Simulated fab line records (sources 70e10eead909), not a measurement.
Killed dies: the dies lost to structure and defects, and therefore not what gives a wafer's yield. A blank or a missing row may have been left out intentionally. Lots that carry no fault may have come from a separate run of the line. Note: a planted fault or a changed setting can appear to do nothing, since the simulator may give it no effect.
Problem report, 8D (eight disciplines) form, completed by code -- flow nand-harc -- the parts of the form that need people (team, actions taken, sign-off) are left out

## 1. THE ISSUE
Mean of time-to-endpoint-s at NHARC_A_M1_CMP_23: 43.1 s across 3 wafers in 2 lots; on wafers with no fault it is 29.3 s (standard deviation 2.6). That puts it +5.3 standard deviations away from the usual mean.
The step: polishes, t overpolish 20 s, target thk 154.34 nm.
Seen first at day 28 02:11 on cmp-03, wafer L645.3. Wafers with a number at this step in the record: 36, from 12 lots. The rule behind "out" and "out of limits": a value lying over 4 standard deviations away from the usual mean. The other wafers with a number count as sound.

## 2. WHAT THIS IS AND IS NOT
question,is,is not
which readings at this step,time-to-endpoint-s,motor-current-A
which lots,"L645, L647","L634, L636, L639, L640, L650, L651, L652, L655, L656, L657"
which wafers of those lots,"L645.2, L645.3, L647.5","L645.1, L647.2, L647.6"
read on which tools,cmp-03,cmp-04
when,from day 28 02:11,"up to then (13 sound wafers); but 20 sound wafers of L647, L650, L651, L652, L655, L656, L657 came after"

## 3. THE SUSPECTS, EACH WITH WHAT RULES IT OUT
Counting: a tool at a process step up to the reading stays a suspect if it ran every lot that is out. Sound lots after the first of them don't rule it out here, since some wafers of a struck lot are sound.
- pvd-sputter-01 at NHARC_A_M1_PRE_CLEAN_30 (time 30 s): kept. It ran every lot that is out, first L645 (day 28 01:28); its last sound lot up to then is L639 (day 26 05:38). With no start given for some of its lots, NHARC_A_M1_PRE_CLEAN_30 uses the hours and lot order of NHARC_A_M1_ECD_22.
- ecd-cu-01 at NHARC_A_M1_ECD_22 (material Cu, target thk 400 nm): kept. It ran every lot that is out, first L645 (day 28 01:28); its last sound lot up to then is L639 (day 26 05:38).
- cmp-03 at NHARC_A_M1_CMP_23 (polishes, t overpolish 20 s, target thk 154.34 nm): kept. It ran every lot that is out, first L645 (day 28 02:11); its last sound lot up to then is L639 (day 26 06:22). On those wafers its own readings are out: time-to-endpoint-s.
- At NHARC_A_M1_ECD_22 on ecd-cu-01, chamber 1 took the sound wafers of the same lots and chamber 0 took the wafers that are out.
Still standing after the count: pvd-sputter-01 at NHARC_A_M1_PRE_CLEAN_30, ecd-cu-01 at NHARC_A_M1_ECD_22, cmp-03 at NHARC_A_M1_CMP_23.

## 4. THE CAUSE (what the simulator had put in)
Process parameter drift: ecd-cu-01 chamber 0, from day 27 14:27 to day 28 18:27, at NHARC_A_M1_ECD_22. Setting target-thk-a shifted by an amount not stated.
Counting leaves 3 suspects; this tool is one of them.

## 5. THE EFFECT CHAIN, in route order
One row per reading whose mean, taken over the struck wafers that have a number, lies over 3 standard deviations from the usual. Only readings for which the record gives a usual standard deviation are gone through. hours: the time from each lot's start at the first step in this table that gives one to its start at this step, as a median over the lots. sigmas: the change in usual standard deviations.
hours,step,reading,usual,on struck wafers,change,sigmas
0,NHARC_A_M1_CMP_23,time-to-endpoint-s,29.3 s,43.1,+13.8,+5.3
The process steps in it:
- NHARC_A_M1_CMP_23: polishes, t overpolish 20 s, target thk 154.34 nm.
Later measuring or inspecting steps at which every struck wafer that the step has a row for has a number for every such reading, and none has moved that far: NHARC_END_SORT_01.

## 6. HOW IT WOULD HAVE BEEN CAUGHT EARLIER
The fault began at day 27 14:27; the first out-of-limits reading in this record came at day 28 02:11, 12 hours later.
No tool reading at NHARC_A_M1_ECD_22 that has a usual standard deviation in the record was out on any struck wafer, so an alarm limit of 4 standard deviations on those readings would not have fired.
Lots out: 2; of these, L647 started NHARC_A_M1_ECD_22 on ecd-cu-01 after day 28 02:11. A hold on the tool at that time would have spared it.
